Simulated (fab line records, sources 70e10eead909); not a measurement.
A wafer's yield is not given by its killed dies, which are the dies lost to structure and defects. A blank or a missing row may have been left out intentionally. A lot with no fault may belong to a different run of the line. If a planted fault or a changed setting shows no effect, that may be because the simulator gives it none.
Which of the tools did it? ; flow nand-harc ; 11 lots with 33 wafers sampled at 3 steps, on a route of 1159 steps

## WHAT THE GAUGES READ, wafer by wafer
NHARC_P_ZERO_WELL_CD_MEAS_11: the cd target is 500 nm.
lot;measured;on;cd-nm (nm)
L609;day 1 13:15;cd-sem-01;503.1 501.0 501.6
L610;day 1 19:14;cd-sem-03;501.7 499.4 503.4
L611;day 2 01:07;cd-sem-01;505.0 501.9 502.7
L612;day 2 07:15;cd-sem-01;502.9 505.2 501.2
L613;day 2 13:19;cd-sem-03;499.9 500.6 499.0
L616;day 3 07:07;cd-sem-03;503.5 503.0 499.9
L617;day 3 13:07;cd-sem-01;499.0 502.4 500.6
L619;day 4 01:08;cd-sem-01;502.2 500.4 500.5
L622;day 4 19:07;cd-sem-01;499.0 502.7 500.7
L631;day 7 01:11;cd-sem-03;501.0 500.8 501.9
L632;day 7 07:15;cd-sem-03;500.7 501.7 500.3

NHARC_P_ZERO_WELL_CD_MEAS_24: the cd target is 720 nm.
lot;measured;on;cd-nm (nm)
L609;day 1 14:35;cd-sem-02;718.8 720.1 720.1
L610;day 1 20:35;cd-sem-01;720.9 722.2 718.9
L611;day 2 02:28;cd-sem-01;722.5 723.5 717.5
L612;day 2 08:35;cd-sem-03;718.1 718.3 721.3
L613;day 2 14:40;cd-sem-01;720.4 721.7 719.9
L616;day 3 08:28;cd-sem-03;717.8 720.8 721.1
L617;day 3 14:20;cd-sem-01;720.4 721.0 717.0
L619;day 4 02:28;cd-sem-03;720.1 719.6 719.5
L622;day 4 20:27;cd-sem-01;707.5 710.3 709.5
L631;day 7 02:37;cd-sem-02;721.4 720.0 718.9
L632;day 7 08:36;cd-sem-01;720.7 723.6 724.4

## WHICH TOOL RAN EACH LOT (tool, then ch and the chambers of the sampled wafers, then the start)
lot;NHARC_P_ZERO_WELL_EXPOSE_21
L609;krf-scanner-03 ch 0, day 1 14:26
L610;krf-scanner-01 ch 0, day 1 20:26
L611;krf-scanner-04 ch 0, day 2 02:19
L612;krf-scanner-01 ch 0, day 2 08:26
L613;krf-scanner-04 ch 0, day 2 14:31
L616;krf-scanner-03 ch 0, day 3 08:19
L617;krf-scanner-03 ch 0, day 3 14:11
L619;krf-scanner-03 ch 0, day 4 02:19
L622;krf-scanner-01 ch 0, day 4 20:17
L631;krf-scanner-01 ch 0, day 7 02:28
L632;krf-scanner-03 ch 0, day 7 08:26
- NHARC_P_ZERO_WELL_EXPOSE_21: exposes mask P NWELL, target cd 720 nm.

## WHAT THE TOOLS THEMSELVES READ (means of the sampled wafers that have a number; where no wafer has one, the mark that the record gives instead)
NHARC_P_ZERO_WELL_EXPOSE_21.
lot;tool;reticle-temp-C (C);stage-vel-mm-s (mm/s)
L609;krf-scanner-03;22.94;499.69
L610;krf-scanner-01;23.10;500.07
L611;krf-scanner-04;23.17;500.15
L612;krf-scanner-01;23.04;500.12
L613;krf-scanner-04;23.12;499.96
L616;krf-scanner-03;22.98;500.21
L617;krf-scanner-03;22.97;499.92
L619;krf-scanner-03;23.01;499.92
L622;krf-scanner-01;23.11;500.03
L631;krf-scanner-01;23.06;500.02
L632;krf-scanner-03;23.10;499.99

## THE ANSWER, worked out from the rows above alone
Rule: usual is defined by the lots themselves. Put in order of their means at a reading, lots are off if they are a third of the lots or fewer, leave a main group of 4 or more, and stand apart from it by a gap of 3 or more times the standard deviation of the main group's means; of several such gaps the widest counts. A main group whose means are all the same, to the digits that the tables above print for the reading, isn't used. Also off: a lot with no number at a reading for which 4 or more lots have one. The other lots that the step has rows for count as sound. After the gauges, taken in route order, come the tools' own readings; for these a lot's mean is taken, as printed above. The first step at which some lot is off is used, and at that step the reading that is off furthest; a lot without a number counts as furthest.
Off: L622, at NHARC_P_ZERO_WELL_CD_MEAS_24 (cd-nm). For the main group the mean is 720.4 nm and the standard deviation 1.
A tool fits if, at a process step before that reading, it ran every lot that is off, and no sound lot after the first of them. The gauges at NHARC_P_ZERO_WELL_CD_MEAS_24 are tried like those tools. No candidate that was tried fits.

## WHAT WAS PUT IN BY THE SIMULATOR
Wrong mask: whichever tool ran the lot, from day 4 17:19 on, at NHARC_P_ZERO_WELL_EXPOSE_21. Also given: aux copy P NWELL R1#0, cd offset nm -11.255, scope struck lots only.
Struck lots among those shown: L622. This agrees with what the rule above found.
